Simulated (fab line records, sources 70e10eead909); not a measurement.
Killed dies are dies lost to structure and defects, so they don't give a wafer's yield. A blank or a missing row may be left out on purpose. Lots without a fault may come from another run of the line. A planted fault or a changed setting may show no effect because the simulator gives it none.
Chamber matching | flow nand_harc | NHARC_A_STAIRCASE_ETCH_271 on rie_diel-06: 4 sister chambers
The step etches the open film in CF4/CHF3. 4 wafers are shown with their chamber, then 8 later ones without.

WAFERS WITH THEIR CHAMBER
wafer  | chamber | drypump_motor_current_A (A)
L080.6 | 0       | 5.8
L088.1 | 3       | 6.0
L088.3 | 1       | 6.7
L089.1 | 2       | 5.3

WAFERS WITHOUT THEIR CHAMBER
wafer  | drypump_motor_current_A (A)
L089.3 | 6.0
L089.4 | 5.7
L093.1 | 6.0
L093.4 | 5.8
L093.6 | 5.8
L095.1 | 5.8
L095.4 | 6.7
L095.5 | 5.3

WHICH CHAMBER EACH WENT THROUGH
wafer  | from the rows above | in truth
L089.3 | 3                   | 3
L089.4 | 0                   | 0
L093.1 | 3                   | 3
L093.4 | 0                   | 0
L093.6 | 0                   | 0
L095.1 | 0                   | 0
L095.4 | 1                   | 1
L095.5 | 2                   | 2
Placed correctly: 8 of 8. Can't be placed from these rows: 0. Placed wrongly: 0.
How it was worked out, from the rows above alone: a wafer's distance from a chamber is the root of the sum, over the readings, of the square of ((its reading less the chamber's mean) divided by the reading's scatter). The wafer belongs to the nearest chamber; if the next one is less than 2 further off, it can't be placed. A chamber's mean is the mean of its shown wafers. The scatter: with one shown wafer a chamber, the root of the mean of the squares of how far each hidden wafer lies from its nearest shown one.
